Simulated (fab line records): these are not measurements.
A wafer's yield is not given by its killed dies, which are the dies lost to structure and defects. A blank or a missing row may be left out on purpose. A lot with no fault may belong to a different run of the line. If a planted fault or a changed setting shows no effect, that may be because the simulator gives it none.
A single fault, viewed from 2 desks :: flow n5 finfet :: every desk sees just its own numbers, and what lay behind them comes last

THE DEFECT DESK
Counts from the inspections along the route, per lot, as means over the sampled wafers that have a number. Marked OUT: a lot whose mean sits more than 4 standard deviations from the usual mean, which makes it out of limits; the brackets give that distance.
Columns: A = raw defect count at N5_MOL_CONTACT_COAG_INSPECT_97, usual 43
lot: L149
first seen here: day 5 15:29
A: 32

lot: L151
first seen here: day 6 02:06
A: 40

lot: L152
first seen here: day 6 14:55
A: 31

lot: L155
first seen here: day 7 02:16
A: 608 (+31) OUT

lot: L157
first seen here: day 7 13:47
A: 526 (+27) OUT

lot: L159
first seen here: day 8 06:27
A: 610 (+32) OUT

lot: L165
first seen here: day 9 18:16
A: 48

lot: L167
first seen here: day 10 04:53
A: 29

lot: L168
first seen here: day 10 07:55
A: 39

lot: L169
first seen here: day 10 15:23
A: 47

lot: L171
first seen here: day 11 08:58
A: 43
This desk finds L155, L157, L159 out of limits, L155 being first, at day 7 02:16 (raw defect count at N5_MOL_CONTACT_COAG_INSPECT_97). Within limits: L149, L151, L152, L165, L167, L168, L169, L171.

AT THE TOOL OWNER'S DESK: cmp-01
The tool's own readings at N5_MOL_CONTACT_COAG_CMP_52 (polishes, stops on SiO2, t overpolish 1.5 s, target thk 66.5 nm): means of the sampled wafers that have a number, for each lot that ran on this tool. Marked OUT: a lot whose mean sits more than 4 standard deviations from the usual mean, which makes it out of limits; the brackets give that distance.
Columns: A = head pressure psi at N5_MOL_CONTACT_COAG_CMP_52, usual 3.999 psi; B = motor current A at N5_MOL_CONTACT_COAG_CMP_52, usual 12.5 A; C = overpolish run s at N5_MOL_CONTACT_COAG_CMP_52, usual 1.501 s; D = time to endpoint s at N5_MOL_CONTACT_COAG_CMP_52, usual 13.7 s
lot: L149
first seen here: day 5 12:10
A: 3.999
B: 11.2
C: 1.500
D: 10.6

lot: L152
first seen here: day 6 11:38
A: 3.998
B: 12.3
C: 1.512
D: 15.9

lot: L155
first seen here: day 6 22:57
A: 3.986
B: 11.9
C: 0.769 (-78) OUT
D: 20.1

lot: L157
first seen here: day 7 10:26
A: 4.000
B: 11.6
C: 0.763 (-79) OUT
D: 20.4

lot: L159
first seen here: day 8 03:11
A: 4.006
B: 12.8
C: 0.765 (-78) OUT
D: 20.6

lot: L169
first seen here: day 10 12:05
A: 3.986
B: 11.7
C: 1.501
D: 13.7
This desk finds L155, L157, L159 out of limits, L155 being first, at day 6 22:57 (overpolish run s at N5_MOL_CONTACT_COAG_CMP_52). Within limits: L149, L152, L169.

PUT TOGETHER
The tool owner's desk could have raised an alarm at day 6 22:57, on L155, L157, L159.
The defect desk could have raised an alarm at day 7 02:16, on L155, L157, L159.
Every lot named ran N5_MOL_CONTACT_COAG_CMP_52 on cmp-01.

WHAT THE SIMULATOR PUT IN
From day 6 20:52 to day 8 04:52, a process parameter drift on cmp-01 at N5_MOL_CONTACT_COAG_CMP_52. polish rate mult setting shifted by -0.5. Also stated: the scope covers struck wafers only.
Struck lots among those shown: L155, L157, L159.
Hours from the fault's start to each desk's first reading out of limits: the tool owner's desk, 2; the defect desk, 5.
